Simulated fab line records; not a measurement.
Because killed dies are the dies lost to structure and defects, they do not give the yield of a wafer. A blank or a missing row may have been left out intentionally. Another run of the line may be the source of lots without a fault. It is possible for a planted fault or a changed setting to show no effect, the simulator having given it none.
Matching of chambers + flow nand-harc + 4 sister chambers for NHARC_A_BLC_STRIP_21 on rie-diel-13
The step strips in O2. 4 wafers are shown with their chamber, then 8 later ones without.

## WAFERS WITH THEIR CHAMBER
| wafer  | chamber | drypump-motor-current-A (A) |
|--------|---------|-----------------------------|
| L775.5 | 3       | 6.3                         |
| L779.3 | 0       | 6.7                         |
| L780.1 | 1       | 5.1                         |
| L780.6 | 2       | 5.4                         |

## WAFERS MISSING THEIR CHAMBER
| wafer  | drypump-motor-current-A (A) |
|--------|-----------------------------|
| L786.5 | 5.1                         |
| L786.6 | 5.3                         |
| L790.1 | 6.7                         |
| L790.3 | 6.3                         |
| L790.6 | 5.3                         |
| L791.2 | 5.1                         |
| L791.5 | 5.3                         |
| L791.6 | 5.1                         |

## WHICH CHAMBER EACH ONE RAN IN
| wafer  | from the rows above     | in truth |
|--------|-------------------------|----------|
| L786.5 | 1                       | 1        |
| L786.6 | can't be placed: 2 or 1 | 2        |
| L790.1 | 0                       | 0        |
| L790.3 | 3                       | 3        |
| L790.6 | can't be placed: 2 or 1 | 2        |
| L791.2 | 1                       | 1        |
| L791.5 | can't be placed: 2 or 1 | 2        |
| L791.6 | 1                       | 1        |
5 of 8 placed correctly. Can't be placed from these rows: 3 (the true chamber is among the candidates in 3). Placed wrongly: 0.
How it was worked out, from the rows above alone: a wafer's distance from a chamber is the root of the sum, over the readings, of the square of ((its reading less the chamber's mean) divided by the reading's scatter). The wafer belongs to the nearest chamber; if the next one is less than 2 further off, it can't be placed. Each chamber's mean is taken over the wafers shown for it. The scatter: root of mean squared gap, hidden wafer to nearest shown wafer, with one shown wafer a chamber.
